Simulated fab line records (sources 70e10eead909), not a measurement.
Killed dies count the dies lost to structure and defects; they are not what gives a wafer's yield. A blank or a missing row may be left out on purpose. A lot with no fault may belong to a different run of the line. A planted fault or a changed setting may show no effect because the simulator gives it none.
Which of the tools did it? ; flow nandHarc ; 13 lots, 39 wafers sampled, at 5 steps of a route of 1159

## WHAT THE GAUGES SHOWED, per wafer
NHARC_P_ZERO_WELL_INSPECT_43.
lot;measured;on;rawDefectCount
L614;day 2 01:37;defectInspect-01;11 10 9
L616;day 2 13:28;defectInspect-02;18 17 14
L617;day 2 19:31;defectInspect-01;14 15 15
L618;day 3 01:38;defectInspect-01;8 5 4
L619;day 3 07:40;defectInspect-02;19 31 16
L620;day 3 13:40;defectInspect-01;14 11 11
L625;day 4 19:43;defectInspect-02;13 11 7
L626;day 5 01:37;defectInspect-02;10 11 466
L628;day 5 13:35;defectInspect-02;16 8 492
L630;day 6 01:37;defectInspect-02;15 6 9
L631;day 6 07:35;defectInspect-01;3 4 6
L632;day 6 13:29;defectInspect-02;10 10 10
L633;day 6 20:07;defectInspect-02;6 13 21

NHARC_END_SORT_01.
lot;measured;on;killedAtArray;killedAtOther;killedAtPeriphery;killedDies;killedOpen;killedShort
L626;day 22 00:01;prober-02;18 11 9;0 1 0;5 5 56;23 17 65;3 2 1;2 1 2
L628;day 23 08:14;prober-01;31 35 20;0 0 0;0 2 52;31 37 72;7 5 2;4 1 2

## EACH LOT AND THE TOOL THAT RAN IT (in order: tool; ch and the chambers of the sampled wafers; start)
lot;NHARC_P_ZERO_WELL_PECVD_02;NHARC_P_STI_ETCH_31;NHARC_P_GATE_HM_OPEN_105
L614;pecvd-02 ch 0,1, day 1 18:31;rieDiel-09 ch 0,2, no start;rieDiel-07 ch 0,2, no start
L616;pecvd-03 ch 0,2, day 2 06:29;rieDiel-09 ch 0,2,3, no start;rieDiel-03 ch 0,1,3, no start
L617;pecvd-03 ch 0,1, day 2 12:26;rieDiel-11 ch 1,2,3, no start;rieDiel-10 ch 0,2,3, no start
L618;pecvd-01 ch 0,1,2, day 2 18:28;rieDiel-09 ch 2,3, no start;rieDiel-07 ch 0,1,2, no start
L619;pecvd-01 ch 0,2, day 3 00:29;rieDiel-11 ch 0,3, no start;rieDiel-10 ch 1,2,3, no start
L620;pecvd-02 ch 0,1,2, day 3 06:31;rieDiel-06 ch 0,1,2, no start;rieDiel-10 ch 0,1,2, no start
L625;pecvd-02 ch 1,2, day 4 12:37;rieDiel-11 ch 0,2,3, no start;rieDiel-10 ch 0,1,2, no start
L626;pecvd-03 ch 0,1, day 4 18:26;rieDiel-06 ch 0,1, day 22 00:01 or earlier;rieDiel-10 ch 0,2, day 22 00:01 or earlier
L628;pecvd-03 ch 0,1, day 5 06:32;rieDiel-09 ch 0,1, day 23 08:14 or earlier;rieDiel-07 ch 1,3, day 23 08:14 or earlier
L630;pecvd-02 ch 0,1, day 5 18:39;rieDiel-06 ch 0,1, no start;rieDiel-07 ch 2,3, no start
L631;pecvd-02 ch 0,1,2, day 6 00:26;rieDiel-11 ch 0,1,3, no start;rieDiel-07 ch 0,3, no start
L632;pecvd-01 ch 1,2, day 6 06:29;rieDiel-06 ch 0,2,3, no start;rieDiel-10 ch 1,2,3, no start
L633;pecvd-01 ch 1,2, day 6 12:40;rieDiel-11 ch 0,2,3, no start;rieDiel-07 ch 1,2,3, no start
- NHARC_P_ZERO_WELL_PECVD_02: deposits SiO2, target thk 10 nm.
- NHARC_P_STI_ETCH_31: etches the open film in CF4/CHF3, target depth 108.9 nm, time 54.5 s.
- NHARC_P_GATE_HM_OPEN_105: chemistry O2/COS, target depth 360 nm.

## AS READ BY THE TOOLS THEMSELVES (means over the sampled wafers that have a number; for cases with no such wafer, the mark the record gives instead)
NHARC_P_STI_ETCH_31.
lot;tool;drypumpMotorCurrentA (A);oesProductAu (a.u.);rfVppV (V);showerheadPlenumPTorr (Torr);throttleValvePct (%)
L614;rieDiel-09;5.3;0.975;368.8;1.51;16.800
L616;rieDiel-09;5.6;0.965;369.4;1.55;16.810
L617;rieDiel-11;5.7;0.962;371.6;1.61;16.810
L618;rieDiel-09;5.5;0.967;371.7;1.58;16.805
L619;rieDiel-11;5.9;0.976;373.2;1.65;16.799
L620;rieDiel-06;5.8;0.974;370.0;1.56;16.809
L625;rieDiel-11;6.0;0.979;371.6;1.59;16.807
L626;rieDiel-06;5.7;0.945;368.5;1.55;16.803
L628;rieDiel-09;6.1;0.956;369.5;1.55;16.796
L630;rieDiel-06;5.8;0.975;372.2;1.61;16.797
L631;rieDiel-11;5.6;0.974;373.0;1.64;16.794
L632;rieDiel-06;5.8;0.966;369.7;1.54;16.808
L633;rieDiel-11;6.0;0.960;371.0;1.59;16.808

NHARC_P_GATE_HM_OPEN_105.
lot;tool;drypumpMotorCurrentA (A);oesProductAu (a.u.);rfVppV (V);showerheadPlenumPTorr (Torr);throttleValvePct (%)
L614;rieDiel-07;6.21;1.006;463;2.95;28.324
L616;rieDiel-03;5.78;1.004;470;3.27;28.327
L617;rieDiel-10;5.76;1.003;471;3.29;28.326
L618;rieDiel-07;5.95;1.005;464;2.96;28.334
L619;rieDiel-10;5.87;0.991;469;3.23;28.324
L620;rieDiel-10;5.67;1.008;470;3.23;28.318
L625;rieDiel-10;5.68;0.999;469;3.22;28.335
L626;rieDiel-10;5.56;1.006;470;3.28;28.331
L628;rieDiel-07;5.64;0.998;465;3.04;28.327
L630;rieDiel-07;5.82;1.000;469;3.14;28.320
L631;rieDiel-07;5.89;1.000;467;3.11;28.328
L632;rieDiel-10;5.85;0.994;468;3.22;28.327
L633;rieDiel-07;5.77;0.995;466;3.04;28.329

## THE ANSWER, worked out from the rows above alone
Rule: the usual values come from the lots themselves. Put in order of their means at a reading, lots are off if they are a third of the lots or fewer, leave a main group of 4 or more, and stand apart from it by a gap of 3 or more times the standard deviation of the main group's means; of several such gaps the widest counts. Not used: any main group whose means are identical at the precision the tables above print for the reading. Also off: a lot with no number at a reading for which 4 or more lots have one. Any other lot the step has rows for is counted as sound. After the gauges, taken in route order, come the tools' own readings; for these a lot's mean is taken, as printed above. The first step at which some lot is off is used, and at that step the reading that is off furthest; a lot without a number counts as furthest.
Off, at NHARC_P_ZERO_WELL_INSPECT_43 on rawDefectCount: L626, L628. The main group has a mean of 12 with a standard deviation of 4.7.
If a tool, at a process step before that reading, ran all the lots that are off and no sound lot after the first of them, it fits. Gauges at NHARC_P_ZERO_WELL_INSPECT_43: tried the same way as those tools. One candidate fits, namely pecvd-03 at NHARC_P_ZERO_WELL_PECVD_02. Its last sound lot is L617 (day 2 12:26), its first lot that is off L626 (day 4 18:26): a fault that began between those two fits.

## WHAT THE SIMULATOR PUT IN
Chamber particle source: pecvd-03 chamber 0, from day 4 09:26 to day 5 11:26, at NHARC_P_ZERO_WELL_PECVD_02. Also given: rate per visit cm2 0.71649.
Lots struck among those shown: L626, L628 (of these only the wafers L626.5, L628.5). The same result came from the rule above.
